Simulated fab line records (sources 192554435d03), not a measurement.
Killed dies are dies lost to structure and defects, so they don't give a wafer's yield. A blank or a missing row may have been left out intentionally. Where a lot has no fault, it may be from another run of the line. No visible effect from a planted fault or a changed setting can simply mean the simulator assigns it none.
Matching of chambers | flow n5-finfet | N5_BEOL_M2_ETCH_70 on rie-diel-02: 4 sister chambers
The step etches SOC in N2/H2, target depth 80 nm, overetch 24 nm, time 130 s. 8 wafers are shown with their chamber, then 7 later ones without.

WAFERS, EACH WITH ITS CHAMBER
wafer  | chamber | showerhead-plenum-p-Torr (Torr) | drypump-motor-current-A (A)
L074.5 | 3       | 2.52                            | 5.8
L077.1 | 3       | 2.51                            | 5.8
L077.6 | 0       | 2.53                            | 6.4
L080.1 | 2       | 2.63                            | 5.9
L080.3 | 1       | 2.68                            | 6.5
L080.5 | 2       | 2.63                            | 5.9
L081.1 | 0       | 2.53                            | 6.3
L081.2 | 1       | 2.68                            | 6.5

WAFERS WITH NO CHAMBER GIVEN
wafer  | showerhead-plenum-p-Torr (Torr) | drypump-motor-current-A (A)
L081.5 | 2.53                            | 6.4
L085.2 | 2.63                            | 5.9
L085.4 | 2.68                            | 6.6
L085.6 | 2.63                            | 6.0
L095.2 | 2.62                            | 6.0
L095.3 | 2.50                            | 5.8
L095.4 | 2.67                            | 6.6

THE CHAMBER EACH PASSED THROUGH
wafer  | from the rows above | in truth
L081.5 | 0                   | 0
L085.2 | 2                   | 2
L085.4 | 1                   | 1
L085.6 | 2                   | 2
L095.2 | 2                   | 2
L095.3 | 3                   | 3
L095.4 | 1                   | 1
7 of 7 placed correctly. Can't be placed from these rows: 0. Number placed wrongly: 0.
How it was worked out, from the rows above alone: a wafer's distance from a chamber is the root of the sum, over the readings, of the square of ((its reading less the chamber's mean) divided by the reading's scatter). The wafer belongs to the nearest chamber; if the next one is less than 2 further off, it can't be placed. The mean given for a chamber averages the wafers shown for that chamber. The scatter: take each reading less its chamber's mean, square it, sum over the shown wafers, divide by the number of wafers less the number of chambers, and take the root.
